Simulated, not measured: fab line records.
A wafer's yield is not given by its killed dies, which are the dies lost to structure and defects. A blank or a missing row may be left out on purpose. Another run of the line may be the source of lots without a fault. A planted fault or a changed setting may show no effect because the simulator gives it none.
Which of the tools did it? | flow n5-finfet | Sampling: 15 lots, 45 wafers, 3 of 1938 route steps

WHAT THE GAUGES SHOWED, per wafer
N5_BEOL_M5_OVL_MEAS_29.
lot  | measured     | on         | V4_OVL (nm)
L478 | day 8 09:02  | overlay-01 | 2.1 1.0 1.4
L479 | day 9 12:58  | overlay-02 | 1.8 -0.4 1.5
L481 | day 9 20:03  | overlay-02 | 0.9 2.0 2.6
L482 | day 10 07:01 | overlay-01 | 0.8 0.3 -0.3
L483 | day 10 15:47 | overlay-01 | - - -
L485 | day 10 17:53 | overlay-02 | - - -
L484 | day 10 22:04 | overlay-01 | - - -
L488 | day 11 15:25 | overlay-02 | 1.1 0.9 1.3
L493 | day 12 09:43 | overlay-02 | 0.3 0.3 1.7
L492 | day 12 16:02 | overlay-01 | 1.2 2.8 2.3
L494 | day 12 23:56 | overlay-01 | 1.4 0.7 0.2
L495 | day 13 03:28 | overlay-02 | 0.6 0.9 -0.1
L497 | day 13 17:44 | overlay-02 | -0.2 -0.6 0.4
L498 | day 14 08:38 | overlay-01 | 0.6 0.7 1.3
L499 | day 14 11:03 | overlay-01 | 0.5 1.2 1.3

TOOL THAT RAN EACH LOT (tool first, then ch and the chambers of the sampled wafers, then the start)
lot  | N5_BEOL_M5_DESCUM_16               | N5_BEOL_M5_PEB_26
L478 | rie-diel-02 ch 0,2,3, day 8 01:20  | litho-track-03 ch 0, day 8 08:56
L479 | rie-diel-05 ch 0,2,3, day 9 11:37  | litho-track-04 ch 0, day 9 12:51
L481 | rie-diel-03 ch 0,1,2, day 9 17:57  | litho-track-04 ch 0, day 9 19:56
L482 | rie-diel-03 ch 0,2, day 10 04:19   | litho-track-04 ch 0, day 10 06:55
L483 | rie-diel-05 ch 0,1, day 10 14:59   | litho-track-04, day 10 15:41
L485 | rie-diel-03 ch 0,1,2, day 10 16:59 | litho-track-05, day 10 17:47
L484 | rie-diel-03 ch 0,2,3, day 10 19:05 | litho-track-03, day 10 21:58
L488 | rie-diel-03 ch 2,3, day 11 14:35   | litho-track-04 ch 0, day 11 15:19
L493 | rie-diel-03 ch 1,2,3, day 12 06:07 | litho-track-04 ch 0, day 12 09:37
L492 | rie-diel-05 ch 1,2,3, day 12 14:38 | litho-track-05 ch 0, day 12 15:56
L494 | rie-diel-03 ch 0,1,3, day 12 22:59 | litho-track-04 ch 0, day 12 23:50
L495 | rie-diel-02 ch 0,2, day 13 01:24   | litho-track-03 ch 0, day 13 03:22
L497 | rie-diel-03 ch 0,2,3, day 13 13:59 | litho-track-05 ch 0, day 13 17:38
L498 | rie-diel-03 ch 1,2,3, day 14 07:52 | litho-track-05 ch 0, day 14 08:32
L499 | rie-diel-02 ch 0,2,3, day 14 09:19 | litho-track-05 ch 0, day 14 10:56
- N5_BEOL_M5_DESCUM_16: chemistry O2, time 7 s.
- N5_BEOL_M5_PEB_26: peb time 60 s.

WHAT THE TOOLS THEMSELVES READ (means of the sampled wafers that have a number; where no wafer has one, the mark that the record gives instead)
N5_BEOL_M5_DESCUM_16.
lot  | tool        | drypump-motor-current-A (A) | oes-product-au (a.u.) | rf-vpp-V (V) | showerhead-plenum-p-Torr (Torr) | temp-c (C) | throttle-valve-pct (%)
L478 | rie-diel-02 | 5.8                         | 0.69                  | 243.4        | 2.09                            | 40.05      | 20.36
L479 | rie-diel-05 | 6.3                         | 0.74                  | 243.8        | 2.10                            | 40.00      | 20.48
L481 | rie-diel-03 | 5.7                         | 0.88                  | 242.5        | 2.08                            | 40.03      | 20.50
L482 | rie-diel-03 | 5.9                         | 0.94                  | 243.5        | 2.06                            | 39.91      | 20.29
L483 | rie-diel-05 | 6.2                         | 0.83                  | 243.1        | 2.06                            | 40.03      | 20.26
L485 | rie-diel-03 | 5.7                         | 0.87                  | 243.2        | 2.08                            | 39.94      | 20.51
L484 | rie-diel-03 | 5.5                         | 0.87                  | 243.4        | 2.10                            | 40.03      | 20.37
L488 | rie-diel-03 | 5.2                         | 0.79                  | 244.4        | 2.15                            | 40.03      | 20.46
L493 | rie-diel-03 | 5.4                         | 0.79                  | 243.5        | 2.12                            | 39.98      | 20.59
L492 | rie-diel-05 | 5.9                         | 0.79                  | 243.6        | 2.13                            | 40.00      | 20.54
L494 | rie-diel-03 | 5.3                         | 0.77                  | 243.1        | 2.09                            | 40.08      | 20.62
L495 | rie-diel-02 | 5.4                         | 0.95                  | 244.3        | 2.15                            | 40.00      | 20.01
L497 | rie-diel-03 | 5.6                         | 0.83                  | 242.8        | 2.10                            | 39.87      | 20.41
L498 | rie-diel-03 | 5.4                         | 0.77                  | 243.3        | 2.12                            | 40.07      | 20.63
L499 | rie-diel-02 | 5.8                         | 0.93                  | 244.2        | 2.17                            | 39.97      | 20.08

N5_BEOL_M5_PEB_26.
lot  | tool           | chill-plate-temp-C (C) | exhaust-pa (Pa)
L478 | litho-track-03 | 22.95                  | 45.6
L479 | litho-track-04 | 22.95                  | 44.1
L481 | litho-track-04 | 22.97                  | 45.3
L482 | litho-track-04 | 22.92                  | 45.3
L483 | litho-track-04 | -                      | -
L485 | litho-track-05 | -                      | -
L484 | litho-track-03 | -                      | -
L488 | litho-track-04 | 23.10                  | 44.7
L493 | litho-track-04 | 22.85                  | 45.8
L492 | litho-track-05 | 23.06                  | 44.0
L494 | litho-track-04 | 23.01                  | 45.7
L495 | litho-track-03 | 22.74                  | 45.7
L497 | litho-track-05 | 22.91                  | 45.3
L498 | litho-track-05 | 22.98                  | 45.1
L499 | litho-track-05 | 23.18                  | 44.2

THE ANSWER, worked out from the rows above alone
Rule: the lots themselves supply what counts as usual. Put in order of their means at a reading, lots are off if they are a third of the lots or fewer, leave a main group of 4 or more, and stand apart from it by a gap of 3 or more times the standard deviation of the main group's means; of several such gaps the widest counts. If all means in a main group match to the digits the tables above print for the reading, that group is not used. A lot without any number at a reading at which 4 lots or more have one is off too. Where the step has rows for the other lots, those lots are counted as sound. Order of review: gauges by route order, followed by the tools' own readings, for which a lot's mean as printed above is used. The first step at which some lot is off is used, and at that step the reading that is off furthest; a lot without a number counts as furthest.
Off: L483, L485, L484, seen at N5_BEOL_M5_OVL_MEAS_29 (V4_OVL). Without a number there: L483, L485, L484. Main group: mean 1.0 nm, sd 0.6.
If a tool, at a process step before that reading, ran all the lots that are off and no sound lot after the first of them, it fits. The gauges at N5_BEOL_M5_OVL_MEAS_29 aren't tried: what is off there is off at N5_BEOL_M5_PEB_26 too, on other tools, and a gauge's error can't cause that. None of those tried fits.

WHAT THE SIMULATOR HAD PUT IN
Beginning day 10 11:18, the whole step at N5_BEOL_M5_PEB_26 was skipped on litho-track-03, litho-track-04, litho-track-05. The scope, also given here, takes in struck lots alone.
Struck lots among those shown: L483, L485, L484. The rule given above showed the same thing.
